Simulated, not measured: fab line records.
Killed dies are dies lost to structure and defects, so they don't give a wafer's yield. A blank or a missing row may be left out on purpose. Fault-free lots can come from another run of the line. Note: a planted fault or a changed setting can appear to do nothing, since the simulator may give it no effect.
Split-lot study ; flow n5_finfet ; route with 1938 steps; 7 lots, 39 wafers read

== ON THE SPLIT ==
At N5_HKMG_FIN_ALD_36 (deposits TiN, target thk 1 nm, pulse time 1 s, purge time 3 s), the setting ald_cycles was moved away from the recipe's 47 on 9 of the 39 wafers read, by -57.4% to -19.1%. The other wafers ran this setting at the recipe's value.

The split's own step is where the reading is taken.

== THE READING ==
TiN_of_HKMG_FIN_ALD_36.thk_nm (the simulator's own value, which no gauge read), in nm, at N5_HKMG_FIN_ALD_36 (deposits TiN, target thk 1 nm, pulse time 1 s, purge time 3 s). The file gives no usual value for it.

wafer;tool, chamber at the split;ald_cycles as run;against the recipe;TiN_of_HKMG_FIN_ALD_36.thk_nm, nm;against lot-mates on the recipe
L076.1;ald_metal-04, 2,1,0;38;-19.1%;0.8;-0.2
L076.2;ald_metal-04, 2,1,0;38;-19.1%;0.8;-0.2
L076.5;ald_metal-04, 2,1,0;38;-19.1%;0.8;-0.2
L076.3;ald_metal-04, 0,3,1;47;recipe;1;-
L076.4;ald_metal-04, 0,3,1;47;recipe;1;-
L076.6;ald_metal-04, 0,3,1;47;recipe;1;-
L077.1;ald_metal-04, 2,0,1;47;recipe;1;-
L077.2;ald_metal-04, 2,0,1;47;recipe;1;-
L077.5;ald_metal-04, 2,0,1;47;recipe;1;-
L077.3;ald_metal-04, 1,3,2;20;-57.4%;0.4;-0.6
L077.4;ald_metal-04, 1,3,2;20;-57.4%;0.4;-0.6
L077.6;ald_metal-04, 1,3,2;20;-57.4%;0.4;-0.6
L088.1;ald_metal-01, 2,3,0,1,3,0;47;recipe;1;-
L088.2;ald_metal-01, 2,3,0,1,3,0;47;recipe;1;-
L088.3;ald_metal-01, 2,3,0,1,3,0;47;recipe;1;-
L088.4;ald_metal-01, 2,3,0,1,3,0;47;recipe;1;-
L088.5;ald_metal-01, 2,3,0,1,3,0;47;recipe;1;-
L088.6;ald_metal-01, 2,3,0,1,3,0;47;recipe;1;-
L089.3;ald_metal-04, 2,1,3;47;recipe;1;-
L089.4;ald_metal-04, 2,1,3;47;recipe;1;-
L089.6;ald_metal-04, 2,1,3;47;recipe;1;-
L094.1;ald_metal-01, 2,1,3;25;-46.8%;0.6;-0.4
L094.3;ald_metal-01, 2,1,3;25;-46.8%;0.6;-0.4
L094.4;ald_metal-01, 2,1,3;25;-46.8%;0.6;-0.4
L094.2;ald_metal-01, 0,3,0;47;recipe;1;-
L094.5;ald_metal-01, 0,3,0;47;recipe;1;-
L094.6;ald_metal-01, 0,3,0;47;recipe;1;-
L095.1;ald_metal-03, 0,3,1,2,1,2;47;recipe;1;-
L095.2;ald_metal-03, 0,3,1,2,1,2;47;recipe;1;-
L095.3;ald_metal-03, 0,3,1,2,1,2;47;recipe;1;-
L095.4;ald_metal-03, 0,3,1,2,1,2;47;recipe;1;-
L095.5;ald_metal-03, 0,3,1,2,1,2;47;recipe;1;-
L095.6;ald_metal-03, 0,3,1,2,1,2;47;recipe;1;-
L096.1;ald_metal-04, 2,0,3,1,3,2;47;recipe;1;-
L096.2;ald_metal-04, 2,0,3,1,3,2;47;recipe;1;-
L096.3;ald_metal-04, 2,0,3,1,3,2;47;recipe;1;-
L096.4;ald_metal-04, 2,0,3,1,3,2;47;recipe;1;-
L096.5;ald_metal-04, 2,0,3,1,3,2;47;recipe;1;-
L096.6;ald_metal-04, 2,0,3,1,3,2;47;recipe;1;-
Where a row lists several chambers, the file gives one row for several wafers and doesn't say which wafer went through which chamber.

THE FIT
A straight line over all 39 wafers: TiN_of_HKMG_FIN_ALD_36.thk_nm changes by +0.00974 nm for each +1% of ald_cycles; r = +0.99; the points scatter about the line by 0.02 nm.
The same after taking each lot's own level away (the mean of its wafers on the recipe; 39 wafers): +0.00974 nm for each +1%; r = +0.99; scatter 0.02 nm.
That fit puts the effect of the largest move of ald_cycles on the reading at 0.56 nm.
The lots' own levels span 1.00 to 1.00 nm.
The two slopes agree, so the slope changes little with the lot-to-lot level.
Check: with one of the wafers moved furthest among these (-57.4%) left out of the fit, the line predicts -0.55 nm for it against its lot-mates. It came out at -0.6 nm against them.

== THE OTHER SPLITS THESE WAFERS WENT THROUGH ==
Before the reading, these wafers also passed through other splits. Each is held against what the fit with the lots' levels taken away leaves over:
other split on the same wafers;wafers away from the commonest value;r with TiN_of_HKMG_FIN_ALD_36.thk_nm (lot level and that fit taken away)
N5_ZERO_LAYER_PECVD_02 time_s;15;+0.13
N5_SD_EPI_N_EPI_21 time_s;15;-0.11

== FILE'S OWN FIT ==
TiN_of_HKMG_FIN_ALD_36.thk_nm changes by +0.00973 nm for each +1% of ald_cycles, r = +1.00.
